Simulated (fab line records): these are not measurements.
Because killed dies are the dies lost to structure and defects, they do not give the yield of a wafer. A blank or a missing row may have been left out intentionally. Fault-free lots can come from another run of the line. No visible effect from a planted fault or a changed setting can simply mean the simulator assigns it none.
fab line records -- flow n5_finfet
record lots=4, wafers=12, last_day=17
route steps=1938 shown STI_FIN_REVEAL@202 DUMMY_GATE@212 PASSIVATION@1936
lots that met no fault: from a run of the same line without faults
start_h: the number of hours between the record's first day and the start of the first shown wafer of the lot -- wait_h: hours from the lot's prior step to this one -- " unchanged from the row above -- L1.1+2: a row that stands for several wafers -- - no value, or no start given -- * or withheld: withheld -- < > ~ a bound
route shown NAME@n: a module of which the file shows steps, and the number in the route of the first -- usual: mean/standard deviation taken from wafers without a fault -- same: alike in all rows -- chamber/n: place in a boat -- sites: readings site by site -- _std_site: how widely they spread, as a standard deviation -- _edge_site: inner sites' mean taken away from outer sites' mean -- radius_mm: for every site, how far away it sits from the centre of the wafer -- mask NAME#n: copy n -- behind: the most recent tool/chamber to have shaped the wafer -- hold: why the lot was held/for how many hours/how that ended -- device: the n, p or np transistor that did not switch -- end of line: tests of these same wafers at the route's end -- a step given without rows: its recipe and nothing more -- killed: at the first sort, the dies lost to defects and structure; wafer yield is something else -- map: the dies of a wafer, with x for killed, . for not killed, _ for no die there
set.NAME: the setting the step ran with; set.NAME@STEP: the setting that earlier step ran with -- model.NAME: the simulator's own value behind a step, which no gauge read
a table for each step, a row for each wafer; lots at some steps of the route
services: a tool's chamber out of use, with start hour (start_h, from the record's first day; less than 0 if before it), hours out, and reason
## steps
# step N5_STI_FIN_REVEAL_STRIP_35
# recipe chemistry=H3PO4, material=Si3N4, temp_c=165, target_depth_a=40, time_s=39
# step N5_STI_FIN_REVEAL_SRD_21
# recipe dry=ipa_marangoni, time_s=30, temp_c=23, rinse_liquid=diw
# step N5_STI_FIN_REVEAL_OXIDATION_33
# recipe chemistry=O2_PLASMA_REMOTE, temp_c=150, time_s=20, pressure_mtorr=1000, source_power_w=2000, o2_flow_sccm=3000
# step N5_STI_FIN_REVEAL_CLEAN_19
# recipe chemistry=O3/DIW, temp_c=25, time_s=120, o3_ppm=10
# step N5_STI_FIN_REVEAL_SRD_23
# recipe dry=ipa_marangoni, time_s=30, temp_c=23, rinse_liquid=diw
# step N5_STI_FIN_REVEAL_PRECLEAN_18
# recipe chemistry=SC2, time_s=45, temp_c=35, mix=1:1:50
# step N5_STI_FIN_REVEAL_SRD_28
# recipe dry=ipa_marangoni, time_s=30, temp_c=23, rinse_liquid=diw
# step N5_DUMMY_GATE_PRECLEAN_00
# recipe chemistry=O3/DIW, time_s=60, temp_c=22, o3_ppm=10
# step N5_DUMMY_GATE_SRD_01
# recipe time_s=30, temp_c=23, rinse_liquid=diw, dry=ipa_marangoni
# step N5_DUMMY_GATE_ALD_02
# recipe material=SiO2, target_thk_a=20, temp_c=300, ald_precursor_family=BDEAS, ald_co_reactant=O2-plasma, pulse_time_s=1, pressure_torr=2
# usual heater_power_w=458/47, precursor_pulse_height_rel=1.001/0.02
lot.wafer,tool,chamber,start_h,wait_h,heater_power_w,precursor_pulse_height_rel
L309.2,ald_sin-01,1,60.95,0.0,541,1.035
L309.4,ald_sin-01,3,60.95,0.0,430,0.984
L309.6,ald_sin-01,3,60.95,0.0,419,0.963
L315.1,ald_sin-04,1,99.13,1.0,456,1.008
L315.2,ald_sin-04,0,99.13,1.0,386,0.955
L315.3,ald_sin-04,2,99.13,1.0,432,0.985
L316.1,ald_sin-04,2,104.26,0.1,435,0.971
L316.3,ald_sin-04,1,104.26,0.1,460,1.046
L316.6,ald_sin-04,0,104.26,0.1,385,1.004
L328.1,ald_sin-04,2,177.49,0.2,428,0.994
L328.4,ald_sin-04,3,177.49,0.2,460,1.021
L328.5,ald_sin-04,2,177.49,0.2,440,0.976
# step N5_DUMMY_GATE_CVD_03
# recipe material=a-Si, target_thk_a=1500, temp_c=530, precursor=SiH4, time_s=8042
# step N5_DUMMY_GATE_PRECLEAN_46
# recipe chemistry=DIW, time_s=89.5, temp_c=23
# step N5_DUMMY_GATE_SRD_47
# recipe dry_time_s=32, dry=n2_spin, spin_rpm=1500
# step N5_DUMMY_GATE_CMP_04
# recipe material=a-Si, post_cmp_clean=alkaline_brush
# step N5_DUMMY_GATE_HM_DEP_06
# recipe material=SiNx, target_thk_a=800, precursor=DCS/NH3, temp_c=700, pressure_mtorr=300, time_s=5141
# step N5_DUMMY_GATE_PECVD_30
# recipe material=SiO2, target_thk_a=550, temp_c=400, precursor=TEOS/O2, pressure_torr=6.5, rf_w=withheld, teos_flow_sccm=withheld, gas=O2, flow_sccm=2650, time_s=10.8
# step N5_DUMMY_GATE_COAT_34
# recipe resist=SOC, temp_c=250, time_s=60, spin_rpm=1500, resist_thk_nm=60
# step N5_DUMMY_GATE_COAT_35
# recipe resist=SiARC, temp_c=220, time_s=60, spin_rpm=1500, resist_thk_nm=10
# step N5_DUMMY_GATE_COAT_28
# recipe resist=underlayer, temp_c=205, time_s=60, spin_rpm=1500, resist_thk_nm=10
# step N5_DUMMY_GATE_COAT_09
# recipe resist=CAR-EUV, spin_rpm=1500, resist_thk_nm=30
# step N5_DUMMY_GATE_EBR_11
# recipe solvent=PGMEA, ebr_width_mm=1.5
# step N5_DUMMY_GATE_SOFTBAKE_10
# recipe temp_c=110, time_s=60, resist=CAR-EUV
# step N5_DUMMY_GATE_EXPOSE_12
# recipe mask_id=GATE, na=0.33, source_shape=annular, sigma_inner=0.2, sigma_outer=0.6, polarization=unpolarized, target_cd_nm=25, dose_mj=34
# step N5_DUMMY_GATE_PEB_13
# recipe peb_temp_c=100, peb_time_s=60, resist=CAR-EUV
# step N5_DUMMY_GATE_DEVELOP_14
# recipe develop_time_s=30, developer=TMAH, resist=CAR-EUV, rinse_liquid=surfactant_rinse, dry=air_spin, dev_temp_c=23
# step N5_DUMMY_GATE_DESCUM_20
# recipe chemistry=O2, time_s=6.2, source_power_w=50, bias_power_w=20, pressure_mtorr=20, rf_frequency_hz=2.712e+07, temp_c=40, resist=CAR-EUV, o2_flow_sccm=225
# step N5_DUMMY_GATE_ETCH_29
# recipe chemistry=N2/H2, target=underlayer, target_depth_a=130, ion_energy_ev=200, pressure_mtorr=30, source_w=840, bias_w=150, n2_flow_sccm=200, h2_flow_sccm=200
# step N5_DUMMY_GATE_ETCH_36
# recipe chemistry=CF4, target=SiARC, target_depth_a=130, pressure_mtorr=40, source_w=545, bias_w=36, Ar_flow_sccm=100, cf4_flow_sccm=100, ion_energy_ev=80
# step N5_DUMMY_GATE_ETCH_37
# recipe chemistry=N2/H2, target=SOC, target_depth_a=600, overetch_a=300, temp_c=40, ion_energy_ev=200, pressure_mtorr=30, source_w=840, bias_w=150, n2_flow_sccm=200, h2_flow_sccm=200
# step N5_DUMMY_GATE_STRIP_38
# recipe chemistry=N2/H2, temp_c=40, n2_flow_sccm=200, h2_flow_sccm=200, rf_frequency_hz=6e+07
# step N5_DUMMY_GATE_STRIP_39
# recipe chemistry=N2/H2, temp_c=40, n2_flow_sccm=200, h2_flow_sccm=200, rf_frequency_hz=6e+07
# step N5_DUMMY_GATE_TRIM_49
# recipe chemistry=O2, resist=SOC, time_s=29, target_cd_nm=14, source_power_w=300, bias_power_w=0, O2_flow_sccm=100, temp_c=20
# step N5_DUMMY_GATE_STRIP_40
# recipe chemistry=CF4, resist=SiARC, power_w=300, bias_power_w=75, pressure_mtorr=50, cf4_flow_sccm=150, rf_frequency_hz=6e+07
# step N5_DUMMY_GATE_ETCH_31
# recipe chemistry=C4F6/O2, target=SiO2, mask_material=SOC, target_depth_a=825, time_s=27.5, ion_energy_ev=250, pressure_mtorr=30, source_w=345, bias_w=185, Ar_flow_sccm=300, C4F6_flow_sccm=10, O2_flow_sccm=10
# step N5_PASSIVATION_PROBE_49
# usual killed_at_M0_to_M3=35/11, killed_at_M4_up=14/5.4, killed_at_contacts=12/6.2, killed_at_front_end=38/11, killed_at_other=4.1/2.8, killed_dies=103/17, killed_on_rim=13/4, killed_open=66/13, killed_short=34/8.2
# same gross_dies=1180, killed_at_back_side=0
lot.wafer,tool,chamber,start_h,wait_h,killed_at_M0_to_M3,killed_at_M4_up,killed_at_contacts,killed_at_front_end,killed_at_other,killed_dies,killed_on_rim,killed_open,killed_short
L309.2,prober-01,-,294.27,0.7,32,6,17,51,10,116,11,76,34
L309.4,prober-01,-,294.37,0.8,18,8,19,55,11,111,14,76,32
L309.6,prober-01,-,294.47,0.9,27,11,12,47,8,105,9,66,33
L315.2,prober-02,-,334.14,0.1,26,10,16,133,5,190,28,60,28
L316.6,prober-01,-,342.92,0.3,39,16,9,142,5,211,32,62,42
L328.1,prober-02,-,408.96,0.0,42,17,8,38,0,105,13,66,38
L328.4,prober-02,-,409.11,0.2,32,15,8,29,9,93,14,59,34
L328.5,prober-02,-,409.16,0.2,33,18,20,28,2,101,12,69,31
# killed by level:class
L309.2 MOL_CONTACT_COAG:geometric_particle:open=15 DUMMY_GATE:geometric_particle:open=12 BEOL_M2:geometric_particle:open=12 FIN_SAQP:geometric_particle:short=9 FIN_SAQP:geometric_particle:open=5 BEOL_M0_SAQP:geometric_particle:open=5 ILD0:geometric_particle:short=4 BEOL_M2:geometric_particle:short=4
L309.4 STI_FIN_REVEAL:geometric_particle:open=18 MOL_CONTACT_COAG:geometric_particle:open=13 BEOL_M2:geometric_particle:open=7 GATE_CUT:geometric_particle:open=6 MOL_CONTACT_COAG:geometric_particle:short=6 DUMMY_GATE:geometric_particle:open=5 PAD_METAL:geometric_particle:open=5 ILD0:geometric_particle:short=4
L309.6 FIN_SAQP:geometric_particle:open=14 MOL_CONTACT_COAG:geometric_particle:open=11 BEOL_M2:geometric_particle:open=10 BEOL_M0_SAQP:geometric_particle:short=7 FIN_SAQP:geometric_particle:short=6 STI_FIN_REVEAL:geometric_particle:open=6 ILD0:geometric_particle:short=4 BEOL_M0_SAQP:geometric_particle:open=4
L315.2 DUMMY_GATE:unspecified=101 MOL_CONTACT_COAG:geometric_particle:open=13 BEOL_M3:geometric_particle:open=10 FIN_SAQP:geometric_particle:short=7 STI_FIN_REVEAL:geometric_particle:open=7 BEOL_M4:geometric_particle:open=5 BEOL_M1:geometric_particle:open=4 BEOL_M1:geometric_particle:short=4
L316.6 DUMMY_GATE:unspecified=104 BEOL_M0_SAQP:geometric_particle:open=14 FIN_SAQP:geometric_particle:short=12 BEOL_M0_SAQP:geometric_particle:short=9 BEOL_M2:geometric_particle:open=8 STI_FIN_REVEAL:geometric_particle:open=6 BEOL_M4:geometric_particle:open=6 GATE_CUT:geometric_particle:short=6
L328.1 STI_FIN_REVEAL:geometric_particle:open=16 BEOL_M0_SAQP:geometric_particle:short=14 BEOL_M0_SAQP:geometric_particle:open=9 BEOL_M4:geometric_particle:open=8 MOL_CONTACT_COAG:geometric_particle:open=7 BEOL_M3:geometric_particle:open=6 BEOL_M4:geometric_particle:short=5 FIN_SAQP:geometric_particle:open=4
L328.4 BEOL_M4:geometric_particle:open=11 BEOL_M0_SAQP:geometric_particle:short=9 BEOL_M0_SAQP:geometric_particle:open=8 GATE_CUT:geometric_particle:short=7 MOL_CONTACT_COAG:geometric_particle:open=7 BEOL_M1:geometric_particle:short=6 PASS1_DEP:geometric_particle:short=5 FIN_SAQP:geometric_particle:open=4
L328.5 MOL_CONTACT_COAG:geometric_particle:open=15 BEOL_M4:geometric_particle:open=10 BEOL_M0_SAQP:geometric_particle:short=7 BEOL_M2:geometric_particle:open=7 BEOL_M3:geometric_particle:open=6 STARTING-WAFER:geometric_particle:open=6 MOL_CONTACT_COAG:geometric_particle:short=5 BEOL_M0_SAQP:geometric_particle:open=5
# map L315.2 (x killed, . not)
_________________.........x..________________
______________x...x..........x.._____________
___________........................__________
__________............x............._________
________.......x.....x..............x._______
_______..x.....x..................xx...______
______x........x.......x...............x_____
_____.....x...........x.............x.xxx____
____...............................xxxxxxx___
___..x.........................x.xx.xxxxxxx__
___.............................xxxxxxxxxxx__
__...........x...........x......xxxxxxxxxxxx_
__..x...........x.........x.......xxxxxxxxxx_
_...x...x..............x........x.xxxxxxxxxxx
_..x.............................xx.xxxxxxxxx
_..................................xxxxxxxxxx
_......x....x..........x............xxxxxxxxx
_.................x.............x...x.xxxxxxx
_....x.......x.......................x.......
_.........x........x........x..x.......x.....
_...x...........................x............
__.......x..............x.x..x.......x....x._
__......x.x....x................x..........._
___....x..x........x.............x.......x.__
___...x.......x.x...x....x......x.x.....x.x__
____...x......x...........x...............___
_____....................................____
______x....x....x.......x....xx..x......_____
_______.....................x..........______
________..................x..........._______
__________...........x.............._________
___________...................x....__________
______________.x.........x..x..._____________
_________________.x.....x....________________
# map L316.6 (x killed, . not)
_________________............________________
______________...........x......_____________
___________.....................x..__________
__________............x............x_________
________...............x......x...x..._______
_______x...x...........................______
______......x..........x...x.x.......x.x_____
_____............x........x....x.....xxxx____
____........................x.x.....xxxxxx___
___.......xx.x.....................xxxxxxxx__
___.............xx.....x......x.xxxxxxxxxxx__
__...x.x..x.......................xxxxxxxxxx_
__...............................xxxxxxxxxxx_
_..................x.x..x....x...xxxxxxxxxxxx
_...x.x....x.x......x............xx.xxxxxxxxx
_..................x........x.x....xxxxxxxxxx
_...................x..xx......x....xxxxxxxxx
_..................x...x..x....xx....xxxxxxxx
_...x....x.................x.......x...xx.xxx
_..........x..x................x...xx....xxx.
_......................................x....x
__.........................x................_
__x.......x......x........................x._
___..............x........x........x..x...x__
___.x...........x..................x.......__
____..x.x.....x...................x...x...___
_____...........x.........x.........x....____
______............x............x..x....._____
_______.....xx..........x...x.x........______
________...x.........................._______
__________.x................xx......_________
___________........x.......x.x...x.__________
______________...x.............._____________
_________________..x..x...x..________________
## services
tool,chamber,start_h,hours,kind
ald_sin-01,-,136.65,28.1,pm
ald_sin-01,-,164.75,6.0,pm
## key
first_sign step=N5_PASSIVATION_PROBE_49, reading=killed_at_front_end, direction=up, sigmas=8.8, usual=38, struck=138
effect step=N5_PASSIVATION_PROBE_49, reading=killed_dies, direction=up, sigmas=5.7, usual=103, struck=200
more_kills_born_at N5_DUMMY_GATE_ALD_02@ald_sin-04=205
met_at N5_DUMMY_GATE_ALD_02
struck_wafers L315.2,L316.6
tester_left_out L315,L316
fault kind=chamber_particle_source, tool=ald_sin-04, chamber=0, onset_h=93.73, steps=N5_DUMMY_GATE_ALD_02, rate_per_visit_cm2=1.4767, end_h=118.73
# tester_left_out: of these lots the tester's yield and bins aren't shown, on N5 and GAA mostly nor the transistor test; their killed dies are dies lost to structure and defects alone, not to doping, threshold or leakage, so they don't give the yield
